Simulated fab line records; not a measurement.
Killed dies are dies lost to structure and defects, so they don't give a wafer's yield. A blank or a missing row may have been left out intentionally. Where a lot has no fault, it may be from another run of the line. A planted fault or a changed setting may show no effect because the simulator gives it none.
Chamber matching + flow n5-finfet + rie-diel-04 running N5_MIM_TOP_ETCH_STRIP_01: 4 sister chambers
The step strips in O2. 4 wafers are shown with their chamber, then 9 later ones without.

## EACH WAFER AND ITS CHAMBER
| wafer  | chamber | showerhead-plenum-p-Torr (Torr) |
|--------|---------|---------------------------------|
| L085.5 | 3       | 2.14                            |
| L091.3 | 0       | 2.04                            |
| L091.4 | 2       | 2.17                            |
| L091.5 | 1       | 2.03                            |

## WAFERS MISSING THEIR CHAMBER
| wafer  | showerhead-plenum-p-Torr (Torr) |
|--------|---------------------------------|
| L092.4 | 2.14                            |
| L092.5 | 2.02                            |
| L092.6 | 2.04                            |
| L093.1 | 2.13                            |
| L093.4 | 2.04                            |
| L093.5 | 2.02                            |
| L095.2 | 2.04                            |
| L095.3 | 2.02                            |
| L095.6 | 2.13                            |

## EACH ONE'S CHAMBER
| wafer  | from the rows above     | in truth |
|--------|-------------------------|----------|
| L092.4 | 3                       | 3        |
| L092.5 | can't be placed: 1 or 0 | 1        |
| L092.6 | can't be placed: 0 or 1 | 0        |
| L093.1 | 3                       | 3        |
| L093.4 | can't be placed: 0 or 1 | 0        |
| L093.5 | can't be placed: 1 or 0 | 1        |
| L095.2 | can't be placed: 0 or 1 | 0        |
| L095.3 | can't be placed: 1 or 0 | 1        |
| L095.6 | 3                       | 3        |
Correctly placed: 3 of 9. These rows do not allow placing 6 (true chamber among the candidates in 6). 0 placed wrongly.
How it was worked out, from the rows above alone: a wafer's distance from a chamber is the root of the sum, over the readings, of the square of ((its reading less the chamber's mean) divided by the reading's scatter). The wafer belongs to the nearest chamber; if the next one is less than 2 further off, it can't be placed. The mean given for a chamber averages the wafers shown for that chamber. The scatter (one wafer shown for each chamber): square how far every hidden wafer sits from the nearest shown wafer, average those squares and take the square root.
